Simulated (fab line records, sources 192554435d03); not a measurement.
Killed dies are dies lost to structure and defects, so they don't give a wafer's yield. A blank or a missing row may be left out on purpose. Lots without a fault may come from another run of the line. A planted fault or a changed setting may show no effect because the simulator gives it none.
Chamber matching | flow n5_finfet | N5_BEOL_M1_PECVD_72 on pecvd-01: 3 sister chambers
The step deposits SiO2 from TEOS/O2, target thk 16 nm, time 18 s. 6 wafers are shown with their chamber, then 9 later ones without.

WAFERS WITH THEIR CHAMBER
wafer  | chamber | throttle_valve_pct (%) | showerhead_plenum_p_Torr (Torr)
L082.1 | 2       | 20.0                   | 8.91
L082.4 | 2       | 20.0                   | 8.90
L083.6 | 0       | 21.3                   | 8.87
L087.1 | 1       | 22.2                   | 8.80
L087.4 | 1       | 22.1                   | 8.83
L087.5 | 0       | 21.7                   | 8.86

WAFERS WITHOUT THEIR CHAMBER
wafer  | throttle_valve_pct (%) | showerhead_plenum_p_Torr (Torr)
L090.1 | 20.2                   | 8.93
L090.2 | 22.2                   | 8.82
L090.5 | 20.1                   | 8.96
L091.2 | 20.3                   | 8.93
L091.3 | 22.1                   | 8.82
L091.6 | 19.8                   | 8.93
L095.1 | 22.2                   | 8.84
L095.3 | 21.5                   | 8.87
L095.4 | 22.2                   | 8.82

WHICH CHAMBER EACH WENT THROUGH
wafer  | from the rows above | in truth
L090.1 | 2                   | 2
L090.2 | 1                   | 1
L090.5 | 2                   | 2
L091.2 | 2                   | 2
L091.3 | 1                   | 1
L091.6 | 2                   | 2
L095.1 | 1                   | 1
L095.3 | 0                   | 0
L095.4 | 1                   | 1
Placed correctly: 9 of 9. Can't be placed from these rows: 0. Placed wrongly: 0.
How it was worked out, from the rows above alone: a wafer's distance from a chamber is the root of the sum, over the readings, of the square of ((its reading less the chamber's mean) divided by the reading's scatter). The wafer belongs to the nearest chamber; if the next one is less than 2 further off, it can't be placed. A chamber's mean is the mean of its shown wafers. The scatter: the root of (the sum of the squares of (reading less its chamber's mean) over the shown wafers, divided by (wafers less chambers)).
